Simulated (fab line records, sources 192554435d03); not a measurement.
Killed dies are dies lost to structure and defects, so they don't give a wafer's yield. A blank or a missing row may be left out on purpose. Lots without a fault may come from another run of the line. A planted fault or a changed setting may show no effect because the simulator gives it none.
fab line records | flow n5_finfet
record lots=7 wafers=39
route steps=1938 shown GATE_CUT@477 MOL_CONTACT_COAG@538
start_h: hours from the record's first day to the start of the lot's first wafer shown | wait_h: hours since the lot's step before | " the same as in the row above | L1.1+2: a row that stands for several wafers | - no value, or no start given | * or withheld: withheld | < > ~ a bound
route shown NAME@n: a module of which the file shows steps, and the number in the route of the first | usual: mean/standard deviation of fault-free wafers | same: alike in all rows | chamber/n: place in a boat | sites: the reading at each site | _std_site: their standard deviation | _edge_site: outer sites' mean less inner sites' | radius_mm: how far each site lies from the wafer's centre | mask NAME#n: copy n | behind: the tool/chamber that last shaped the wafer | hold: why the lot was held/for how many hours/how that ended | device: the transistor (n, p or np) that didn't switch | end of line: the same wafers' tests at the end of the route | a step without rows: its recipe alone | killed: dies lost to structure and defects at the first sort, not the wafer's yield | map: a wafer's dies, x killed, . not, _ none there
set.NAME: the setting as run; set.NAME@STEP: as run at that earlier step | model.NAME: the simulator's own value behind a step, which no gauge read
lots whose settings were changed on purpose; a table a step, a row a wafer
## steps
# step N5_GATE_CUT_HM_DEP_46
# recipe material=SiO2 target_thk_a=1300 temp_c=400 precursor=TEOS/O2 pressure_torr=6.5 rf_w=900 teos_flow_sccm=161.4 gas=O2 flow_sccm=2650 time_s=26.6
# columns lot.wafer tool chamber start_h wait_h set.time_s model.SiO2_of_GATE_CUT_HM_DEP_46.thk_nm
L077.1 pecvd-04 2 103.52 0.0 24.17 119.6
L077.2 " 1 " " 26.6 131
L077.3 " 0 " " 26.6 130.4
L077.4 " 1 " " 26.6 132.2
L077.5 " 0 " " 24.17 119.4
L077.6 " 2 " " 24.17 118.8
L079.1 pecvd-04 1 114.40 0.0 26.6 130.8
L079.2 " 2 " " 23.52 116.8
L079.3 " 0 " " 26.6 131.6
L079.4 " 0 " " 26.6 134.2
L079.5 " 1 " " 23.52 119.6
L079.6 " 2 " " 23.52 119.4
L080.1+2 pecvd-01 1,2 118.27 0.0 26.6 128.2
L080.3+4 " 0,2 " " 26.6 131.8
L080.5 " 0 " " 26.6 132.2
L080.6 " 1 " " 26.6 132.4
L083.1 pecvd-03 0 138.47 0.0 26.6 126.8
L083.2 " 1 " " 23.62 112.8
L083.3 " 2 " " 26.6 128.4
L083.4 " 0 " " 23.62 114.6
L083.5 " 1 " " 26.6 129.4
L083.6 " 2 " " 23.62 116.2
L086.1 pecvd-04 2 161.23 0.0 28.3 138
L086.2 " 1 " " 26.6 129
L086.3 " 0 " " 26.6 131
L086.4 " 1 " " 28.3 140
L086.5 " 2 " " 26.6 132.2
L086.6 " 0 " " 28.3 140.4
L087.1 pecvd-01 2 163.53 0.0 26.6 130
L087.2 " 1 " " 23.13 113.8
L087.3 " 0 " " 26.6 130.6
L087.4 " 2 " " 23.13 117.2
L087.5 " 1 " " 23.13 114
L087.6 " 0 " " 26.6 132.8
L090.2 pecvd-04 2 182.35 0.0 26.6 130.8
L090.4 " 1 " " 26.6 131.4
L090.5 " 0 " " 26.6 133
# step N5_GATE_CUT_COAT_34
# recipe resist=SOC temp_c=250 time_s=60 spin_rpm=1500 resist_thk_nm=60
# step N5_GATE_CUT_COAT_35
# recipe resist=SiARC temp_c=220 time_s=60 spin_rpm=1500 resist_thk_nm=10
# step N5_GATE_CUT_STRIP_38
# recipe chemistry=N2/H2 temp_c=40 n2_flow_sccm=200 h2_flow_sccm=200 rf_frequency_hz=6e+07
# step N5_GATE_CUT_STRIP_39
# recipe chemistry=N2/H2 temp_c=40 n2_flow_sccm=200 h2_flow_sccm=200 rf_frequency_hz=6e+07
# step N5_GATE_CUT_HM_OPEN_40
# recipe chemistry=C4F6/O2 target=SiO2 mask_material=SiARC target_depth_a=1390 time_s=85.1 ion_energy_ev=250 pressure_mtorr=30 source_w=345 bias_w=185 Ar_flow_sccm=300 C4F6_flow_sccm=10 O2_flow_sccm=10 ends=cleared
# usual etch_rf_on_time_s=94.5/2.1
# columns lot.wafer tool chamber start_h wait_h set.time_s@GATE_CUT_HM_DEP_46 etch_rf_on_time_s model.etch.depth_nm model.SOC_of_GATE_CUT_COAT_34.thk_nm
L077.1 rie_diel-04 0 104.63 0.0 24.17 88.4 119.6 35.2
L077.2 " 3 " " 26.6 92.3 131 33
L077.3 " 1 " " 26.6 94.6 130.4 33.2
L077.4 " 1 " " 26.6 95.5 132.1 32.8
L077.5 " 0 " " 24.17 88.3 119.4 35.2
L077.6 " 3 " " 24.17 84.2 118.8 35.8
L079.1 rie_diel-06 1 115.14 0.0 26.6 95.3 130.9 32.8
L079.2 " 0 " " 23.52 85.8 116.8 35.4
L079.3 " 3 " " 26.6 95.7 131.7 31.8
L079.4 " 2 " " 26.6 97.5 134.3 31.4
L079.5 " 0 " " 23.52 88.0 119.5 34.8
L079.6 " 1 " " 23.52 85.5 119.4 35
L080.1 rie_diel-04 2 119.02 0.0 26.6 91.7 128.2 32.6
L080.2 " 1 " " 26.6 92.9 128.2 33.2
L080.3 " 3 " " 26.6 93.5 131.9 32.4
L080.4 " 1 " " 26.6 96.8 131.9 32.6
L080.5 " 2 " " 26.6 93.7 132.1 31.6
L080.6 " 3 " " 26.6 93.6 132.5 32.2
L083.1 rie_diel-06 2 139.31 0.0 26.6 93.4 126.8 32.6
L083.2 " 3 " " 23.62 80.9 112.8 35.6
L083.3 " 1 " " 26.6 92.7 128.4 33
L083.4 " 0 " " 23.62 84.4 114.5 35.4
L083.5 " 0 " " 26.6 95.5 129.5 32.4
L083.6 " 1 " " 23.62 84.0 116.2 35.2
L086.1 rie_diel-04 3 161.98 0.0 28.3 98.6 138 31.4
L086.2 " 2 " " 26.6 93.7 129 32.6
L086.3 " 0 " " 26.6 94.8 131 32.8
L086.4 " 1 " " 28.3 101.9 140 31
L086.5 " 1 " " 26.6 96.5 132.2 32.8
L086.6 " 2 " " 28.3 101.0 140.4 30.4
L087.1 rie_diel-04 1 164.64 0.0 26.6 94.9 130 33
L087.2 " 3 " " 23.13 81.3 113.9 36.2
L087.3 " 2 " " 26.6 93.9 130.6 32.2
L087.4 " 0 " " 23.13 85.2 117.1 35.4
L087.5 " 1 " " 23.13 82.6 113.9 36.2
L087.6 " 2 " " 26.6 95.8 132.8 31.8
L090.2 rie_diel-04 3 182.98 0.0 26.6 93.0 130.8 33.2
L090.4 " 1 " " 26.6 95.9 131.5 32.8
L090.5 " 1 " " 26.6 97.6 133 32.6
# step N5_GATE_CUT_STRIP_41
# recipe chemistry=CF4 resist=SiARC power_w=300 bias_power_w=75 pressure_mtorr=50 cf4_flow_sccm=150 rf_frequency_hz=6e+07
# step N5_GATE_CUT_STRIP_42
# recipe chemistry=O2 power_w=400 temp_c=40 pressure_mtorr=30 rf_frequency_hz=6e+07 bias_power_w=0 overash_fraction=0.3 o2_flow_sccm=225
# step N5_GATE_CUT_ALD_22
# recipe material=SiNx target_thk_a=160 temp_c=400 ald_precursor_family=SiH2I2 ald_co_reactant=N2/H2-plasma pulse_time_s=1 ald_cycles=320 purge_time_s=2 co_reactant_purge_time_s=2 pressure_torr=2
# step N5_GATE_CUT_CMP_23
# recipe stop_on=SiO2 t_overpolish_s=23.4 post_cmp_clean=alkaline_brush down_force_psi=2.5 platen_rpm=51.8 pad_velocity_m_s=1.0307 target_thk_nm=16
# step N5_GATE_CUT_THK_MEAS_24
# recipe reads=SiO2_of_GATE_CUT_HM_DEP_46+SiO2_flowable_of_ILD0_FCVD_FILL_01
# usual GC_FILL_THK=220.0/2.1
# columns lot.wafer tool chamber start_h wait_h set.time_s@GATE_CUT_HM_DEP_46 GC_FILL_THK[nm]
L077.1 film_metro-02 - 107.08 - 24.17 208.7
L077.2 " - " " 26.6 220.6
L077.3 " - " " 26.6 219.4
L077.4 " - " " 26.6 219.4
L077.5 " - " " 24.17 208.2
L077.6 " - " " 24.17 206.5
L079.1 film_metro-01 - 117.60 - 26.6 219.7
L079.2 " - " " 23.52 205.2
L079.3 " - " " 26.6 219.8
L079.4 " - " " 26.6 222.9
L079.5 " - " " 23.52 207.6
L079.6 " - " " 23.52 207.8
L080.1 film_metro-01 - 121.47 - 26.6 220.1
L080.2 " - " " 26.6 218.9
L080.3 " - " " 26.6 221.3
L080.4 " - " " 26.6 224.0
L080.5 " - " " 26.6 223.2
L080.6 " - " " 26.6 223.2
L083.1 film_metro-01 - 141.77 - 26.6 217.1
L083.2 " - " " 23.62 202.7
L083.3 " - " " 26.6 218.2
L083.4 " - " " 23.62 205.1
L083.5 " - " " 26.6 217.7
L083.6 " - " " 23.62 206.3
L086.1 film_metro-02 - 164.76 - 28.3 227.3
L086.2 " - " " 26.6 219.5
L086.3 " - " " 26.6 221.2
L086.4 " - " " 28.3 229.5
L086.5 " - " " 26.6 222.2
L086.6 " - " " 28.3 230.0
L087.1 film_metro-02 - 167.19 - 26.6 221.7
L087.2 " - " " 23.13 204.2
L087.3 " - " " 26.6 221.3
L087.4 " - " " 23.13 207.3
L087.5 " - " " 23.13 204.6
L087.6 " - " " 26.6 224.7
L090.2 film_metro-02 - 185.75 - 26.6 220.9
L090.4 " - " " 26.6 221.4
L090.5 " - " " 26.6 223.6
# step N5_GATE_CUT_CMP_43
# recipe material=SiO2 post_cmp_clean=rinse_only
# columns lot.wafer tool chamber start_h wait_h set.time_s@GATE_CUT_HM_DEP_46 model.SiO2_of_GATE_CUT_HM_DEP_46.thk_nm
L077.4+2+3 cmp-04 2,3,1 107.11 0.0 26.6 5
L077.1+5+6 " 0,2,3 " " 24.17 4.4
L079.4 cmp-02 2 117.63 0.0 26.6 5.2
L079.2+5+6 " 3,2,3 " " 23.52 4.4
L079.1+3 " 0,1 " " 26.6 5
L080.4+3+1+2 cmp-02 1,2,3,0 121.50 0.0 26.6 5
L080.6+5 " 1,2 " " 26.6 5.2
L083.1 cmp-02 3 141.80 0.0 26.6 4.8
L083.3+5 " 0 " " 26.6 5
L083.2+4 " 1,2 " " 23.62 4.2
L083.6 " 3 " " 23.62 4.4
L086.4+1+6 cmp-01 2,1,3 164.79 0.0 28.3 5.4
L086.3+2 " 3,0 " " 26.6 5
L086.5 " 2 " " 26.6 5.2
L087.3+1 cmp-02 2,3 167.22 0.0 26.6 5
L087.2+5 " 0,3 " " 23.13 4.2
L087.4 " 1 " " 23.13 4.4
L087.6 " 2 " " 26.6 5.2
L090.4+2 cmp-04 3,0 185.77 0.0 26.6 5
L090.5 " 0 " " 26.6 5.2
# step N5_MOL_CONTACT_COAG_ETCH_110
# recipe chemistry=CF4/O2 target=Si target_depth_a=25 time_s=8 pressure_mtorr=100 source_w=200 bias_w=12 ion_energy_ev=60 Ar_flow_sccm=100 cf4_flow_sccm=100 O2_flow_sccm=10
# usual rf_vpp_V=129.1/2.2
# columns lot.wafer tool chamber start_h wait_h set.bias_w rf_vpp_V
L077.1 rie_diel-03 0 108.52 0.0 12 126.9
L077.2 " 1 " " 12 131.8
L077.3 " 2 " " 14.25 151.8
L077.4 " 3 " " 14.25 149.1
L077.5 " 1 " " 12 131.6
L077.6 " 2 " " 14.25 152.7
L079.1 rie_diel-01 2 119.19 0.0 10.2 110.9
L079.2 " 1 " " 10.2 110.5
L079.3 " 0 " " 10.2 111.6
L079.4 " 3 " " 12 130.7
L079.5 " 2 " " 12 128.1
L079.6 " 3 " " 12 129.4
L080.1 rie_diel-05 2 122.91 0.0 12 129.1
L080.2 " 1 " " 12 126.9
L080.3 " 3 " " 12 124.5
L080.4 " 1 " " 12.81 134.1
L080.5 " 2 " " 12.81 135.2
L080.6 " 3 " " 12.81 132.1
L083.1 rie_diel-05 1 143.93 0.0 12 127.1
L083.2 " 3 " " 10.27 111.0
L083.3 " 0 " " 12 128.9
L083.4 " 2 " " 12 128.3
L083.5 " 1 " " 10.27 112.5
L083.6 " 0 " " 10.27 113.1
L086.1 rie_diel-01 0 166.20 0.0 12 128.9
L086.2 " 3 " " 12 131.2
L086.3 " 1 " " 9.759 106.4
L086.4 " 2 " " 12 129.6
L086.5 " 1 " " 9.759 107.2
L086.6 " 2 " " 9.759 108.0
L087.1 rie_diel-03 1 168.63 0.0 12 131.5
L087.2 " 2 " " 9.9 112.6
L087.3 " 3 " " 9.9 112.1
L087.4 " 3 " " 12 128.9
L087.5 " 1 " " 9.9 111.3
L087.6 " 2 " " 12 131.6
L090.2 rie_diel-05 0 187.23 0.0 12 130.8
L090.4 " 3 " " 12 125.0
L090.5 " 1 " " 12 127.9
## key
split step=N5_GATE_CUT_HM_DEP_46 setting=time_s stated=26.6 by=wafer
response step=N5_GATE_CUT_HM_DEP_46 reading=model.SiO2_of_GATE_CUT_HM_DEP_46.thk_nm change=+1.24 per=1% r=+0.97
response step=N5_GATE_CUT_HM_OPEN_40 reading=etch_rf_on_time_s change=* per=1% r=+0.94
response step=N5_GATE_CUT_HM_OPEN_40 reading=model.etch.depth_nm change=+1.24 per=1% r=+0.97
response step=N5_GATE_CUT_HM_OPEN_40 reading=model.SOC_of_GATE_CUT_COAT_34.thk_nm change=-0.264 per=1% r=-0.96
response step=N5_GATE_CUT_THK_MEAS_24 reading=GC_FILL_THK change=+1.25 per=1% r=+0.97
response step=N5_GATE_CUT_CMP_43 reading=model.SiO2_of_GATE_CUT_HM_DEP_46.thk_nm change=+0.06 per=1% r=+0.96
split step=N5_MOL_CONTACT_COAG_ETCH_110 setting=bias_w stated=12 by=wafer
response step=N5_MOL_CONTACT_COAG_ETCH_110 reading=rf_vpp_V change=+1.14 per=1% r=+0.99
